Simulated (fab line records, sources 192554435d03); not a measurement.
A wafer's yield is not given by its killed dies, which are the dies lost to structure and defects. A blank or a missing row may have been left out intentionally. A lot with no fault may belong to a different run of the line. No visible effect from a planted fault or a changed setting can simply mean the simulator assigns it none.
Which tool is to blame? :: flow n5-finfet :: 63 wafers sampled from 21 lots at 1 step of a route of 1938

== WHAT THE GAUGES SHOWED, per wafer ==
N5_SD_ACTIVATION_INSPECT_02: inspects for defects (darkfield). Usual: raw-defect-count at 172, with a standard deviation of 37.
lot: L074
measured: day 3 11:40
on: defect-inspect-02
raw-defect-count: 218 167 127
flag: 

lot: L075
measured: day 3 19:42
on: defect-inspect-02
raw-defect-count: 186 182 136
flag: 

lot: L076
measured: day 4 00:17
on: defect-inspect-02
raw-defect-count: 179 197 181
flag: 

lot: L077
measured: day 4 05:07
on: defect-inspect-02
raw-defect-count: 144 124 190
flag: 

lot: L078
measured: day 4 10:01
on: defect-inspect-02
raw-defect-count: 176 221 235
flag: 

lot: L079
measured: day 4 19:16
on: defect-inspect-02
raw-defect-count: 159 165 112
flag: 

lot: L080
measured: day 4 23:45
on: defect-inspect-02
raw-defect-count: 195 136 167
flag: 

lot: L081
measured: day 5 07:17
on: defect-inspect-02
raw-defect-count: 107 176 122
flag: 

lot: L082
measured: day 5 14:19
on: defect-inspect-02
raw-defect-count: 151 161 159
flag: 

lot: L084
measured: day 6 00:37
on: defect-inspect-02
raw-defect-count: 204 207 168
flag: 

lot: L085
measured: day 6 06:23
on: defect-inspect-01
raw-defect-count: 127 106 121
flag: 

lot: L086
measured: day 6 10:20
on: defect-inspect-02
raw-defect-count: 202 224 181
flag: 

lot: L087
measured: day 6 16:41
on: defect-inspect-01
raw-defect-count: 159 154 122
flag: 

lot: L089
measured: day 7 03:32
on: defect-inspect-02
raw-defect-count: 199 213 184
flag: 

lot: L090
measured: day 7 10:01
on: defect-inspect-02
raw-defect-count: 251 282 218
flag: 

lot: L092
measured: day 7 22:41
on: defect-inspect-02
raw-defect-count: 182 180 179
flag: 

lot: L091
measured: day 8 00:47
on: defect-inspect-02
raw-defect-count: 163 200 158
flag: 

lot: L093
measured: day 8 05:32
on: defect-inspect-02
raw-defect-count: 148 236 190
flag: 

lot: L095
measured: day 8 17:38
on: defect-inspect-02
raw-defect-count: 154 227 219
flag: 

lot: L096
measured: day 9 00:32
on: defect-inspect-01
raw-defect-count: 132 128 185
flag: 

lot: L097
measured: day 9 04:56
on: defect-inspect-01
raw-defect-count: 174 208 257
flag: 

== TOOL THAT RAN EACH LOT (tool first, then ch and the chambers of the sampled wafers, then the start) ==
There is no process step in the record ahead of these readings.

== WHAT THE TOOLS THEMSELVES READ (means of the sampled wafers that have a number; where no wafer has one, the mark that the record gives instead) ==
The record holds no such reading with a usual standard deviation.

== THE ANSWER, worked out from the rows above alone ==
Rule: a lot is off if the mean of its wafers that have a number lies more than 3 standard deviations from the usual mean. A lot without any number at a reading at which 4 lots or more have one is off too. All remaining lots with rows at the step are treated as sound. The gauges are gone through in route order, then the tools' own readings, and for those a lot's mean is taken as printed above. The first step at which some lot is off is used, and at that step the reading that is off furthest; a lot without a number counts as furthest.
Nothing can be told from this: no lot is off at any reading shown.

== WHAT WAS PUT IN BY THE SIMULATOR ==
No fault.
